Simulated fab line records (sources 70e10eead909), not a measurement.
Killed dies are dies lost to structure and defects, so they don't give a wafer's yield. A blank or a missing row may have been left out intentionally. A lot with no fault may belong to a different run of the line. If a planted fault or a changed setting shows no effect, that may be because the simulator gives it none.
Matching of chambers    flow nand-harc    rie-diel-04 running NHARC_P_GATE_DESCUM_31: 4 sister chambers
The step chemistry O2, time 3 s. 8 wafers are shown with their chamber, then 7 later ones without.

== WAFERS WITH THEIR CHAMBER ==
wafer   chamber  drypump-motor-current-A (A)  oes-product-au (a.u.)
L075.5  1        5.5                          0.983
L078.2  1        5.6                          0.983
L083.6  0        5.8                          0.996
L085.1  2        5.3                          1.004
L085.2  3        5.5                          0.984
L085.6  3        5.5                          0.984
L090.1  2        5.3                          1.000
L090.3  0        5.8                          1.023

== WAFERS WITH NO CHAMBER GIVEN ==
wafer   drypump-motor-current-A (A)  oes-product-au (a.u.)
L090.5  5.8                          1.023
L093.1  5.5                          1.001
L093.4  5.5                          0.984
L093.6  5.4                          0.987
L095.1  5.6                          0.994
L095.4  5.3                          1.003
L095.5  5.8                          1.004

== EACH ONE'S CHAMBER ==
wafer   from the rows above           in truth
L090.5  0                             0
L093.1  can't be placed: 3 or 1       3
L093.4  can't be placed: 3 or 1       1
L093.6  can't be placed: 3 or 2 or 1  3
L095.1  can't be placed: 1 or 3       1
L095.4  2                             2
L095.5  0                             0
3 of 7 placed correctly. Unplaceable from these rows: 4, with the true chamber sitting among the candidates in 4. Placed wrongly: 0.
How it was worked out, from the rows above alone: a wafer's distance from a chamber is the root of the sum, over the readings, of the square of ((its reading less the chamber's mean) divided by the reading's scatter). The wafer belongs to the nearest chamber; if the next one is less than 2 further off, it can't be placed. For every chamber, the mean is computed from those of its wafers that are shown. How the scatter is found: for the shown wafers, subtract from each reading the mean of its chamber, square and add these, divide the total by (wafers less chambers), then take the root.
